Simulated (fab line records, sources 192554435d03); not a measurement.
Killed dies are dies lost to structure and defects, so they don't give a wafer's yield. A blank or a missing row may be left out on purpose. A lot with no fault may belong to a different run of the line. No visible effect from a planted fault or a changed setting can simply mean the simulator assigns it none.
Matching of chambers + flow n5_finfet + ald_sin-04 running N5_SPACER0_ALD_00: 4 sister chambers
The step deposits SiOCN, target thk 3.5 nm, pulse time 3 s, purge time 2 s. 22 wafers are shown with their chamber, then 10 later ones without.

== EACH WAFER AND ITS CHAMBER ==
| wafer  | chamber | heater_power_w (W) | precursor_pulse_height_rel |
|--------|---------|--------------------|----------------------------|
| L077.2 | 3       | 940                | 1.012                      |
| L077.3 | 1       | 853                | 1.002                      |
| L077.5 | 3       | 936                | 1.000                      |
| L078.1 | 1       | 850                | 1.007                      |
| L078.2 | 2       | 747                | 1.012                      |
| L078.3 | 0       | 770                | 0.988                      |
| L078.4 | 3       | 943                | 1.012                      |
| L078.5 | 1       | 882                | 1.006                      |
| L078.6 | 0       | 756                | 0.987                      |
| L081.3 | 3       | 932                | 0.978                      |
| L081.4 | 0       | 750                | 0.994                      |
| L081.5 | 1       | 861                | 0.978                      |
| L084.1 | 3       | 937                | 1.000                      |
| L084.2 | 0       | 772                | 0.985                      |
| L084.3 | 2       | 761                | 0.986                      |
| L084.4 | 3       | 921                | 1.011                      |
| L084.5 | 2       | 751                | 1.001                      |
| L084.6 | 0       | 744                | 0.999                      |
| L088.3 | 0       | 734                | 1.016                      |
| L088.4 | 3       | 922                | 1.014                      |
| L092.3 | 3       | 939                | 0.974                      |
| L092.4 | 2       | 759                | 0.994                      |

SIGNATURES, as means of the wafers listed above
| reading                    | chamber 0 | chamber 1 | chamber 2 | chamber 3 | scatter within a chamber |
|----------------------------|-----------|-----------|-----------|-----------|--------------------------|
| heater_power_w             | 754.33    | 861.50    | 754.50    | 933.75    | 11.4                     |
| precursor_pulse_height_rel | 0.99483   | 0.99825   | 0.99825   | 1.00012   | 0.0137                   |
Rule: distance of a wafer from a chamber = root of the sum over the readings of ((wafer's reading minus chamber's mean) / reading's scatter) squared. If the next closest chamber is less than 2 further off than the closest, the wafer can't be placed; otherwise it belongs to the closest. The scatter is the square root of a quotient: the sum, over the shown wafers, of each reading's squared deviation from its chamber's mean, divided by wafers minus chambers.

== WAFERS WITHOUT THEIR CHAMBER ==
| wafer  | heater_power_w (W) | precursor_pulse_height_rel |
|--------|--------------------|----------------------------|
| L092.6 | 923                | 1.002                      |
| L095.1 | 873                | 1.032                      |
| L095.3 | 939                | 1.021                      |
| L095.5 | 760                | 0.999                      |
| L097.1 | 858                | 0.997                      |
| L097.2 | 953                | 1.006                      |
| L097.3 | 754                | 1.012                      |
| L097.4 | 759                | 0.987                      |
| L097.5 | 932                | 1.024                      |
| L097.6 | 892                | 0.974                      |

== CHAMBER TAKEN BY EACH ==
| wafer  | from the rows above     | in truth |
|--------|-------------------------|----------|
| L092.6 | 3                       | 3        |
| L095.1 | 1                       | 1        |
| L095.3 | 3                       | 3        |
| L095.5 | can't be placed: 2 or 0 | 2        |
| L097.1 | 1                       | 1        |
| L097.2 | 3                       | 3        |
| L097.3 | can't be placed: 2 or 0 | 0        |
| L097.4 | can't be placed: 0 or 2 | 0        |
| L097.5 | 3                       | 3        |
| L097.6 | can't be placed: 1 or 3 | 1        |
Correctly placed: 6 of 10. From these rows, 4 cannot be placed; in 4 the true chamber is one of the candidates. Number placed wrongly: 0.
